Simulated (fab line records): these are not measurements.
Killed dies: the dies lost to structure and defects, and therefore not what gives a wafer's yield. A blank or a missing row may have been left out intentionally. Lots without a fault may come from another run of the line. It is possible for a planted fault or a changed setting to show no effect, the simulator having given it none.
Chamber matching	flow nand harc	rie diel-03 running NHARC_A_STAIRCASE_TRIM_12: 4 sister chambers
The step chemistry O2, time 211.2 s. 4 wafers are shown with their chamber, then 7 later ones without.

## WAFERS PAIRED WITH THEIR CHAMBERS
wafer	chamber	showerhead plenum p Torr (Torr)
L352.4	0	3.49
L355.2	3	3.61
L355.3	2	3.27
L355.4	1	3.72

## WAFERS WITHOUT THEIR CHAMBER
wafer	showerhead plenum p Torr (Torr)
L357.3	3.60
L357.4	3.27
L357.6	3.48
L359.1	3.81
L359.5	3.60
L363.1	3.59
L363.4	3.70

## CHAMBER TAKEN BY EACH
wafer	from the rows above	in truth
L357.3	3	3
L357.4	2	2
L357.6	0	0
L359.1	1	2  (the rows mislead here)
L359.5	3	3
L363.1	3	3
L363.4	can't be placed: 1 or 3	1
Correct placement for 5 of the 7. Cannot be placed on the basis of these rows: 1; the candidates contain the true chamber in 1. Wrongly placed: 1.
How it was worked out, from the rows above alone: a wafer's distance from a chamber is the root of the sum, over the readings, of the square of ((its reading less the chamber's mean) divided by the reading's scatter). If the next closest chamber is less than 2 further off than the closest, the wafer can't be placed; otherwise it belongs to the closest. A chamber's mean is the mean of its shown wafers. The scatter: root of mean squared gap, hidden wafer to nearest shown wafer, with one shown wafer a chamber.
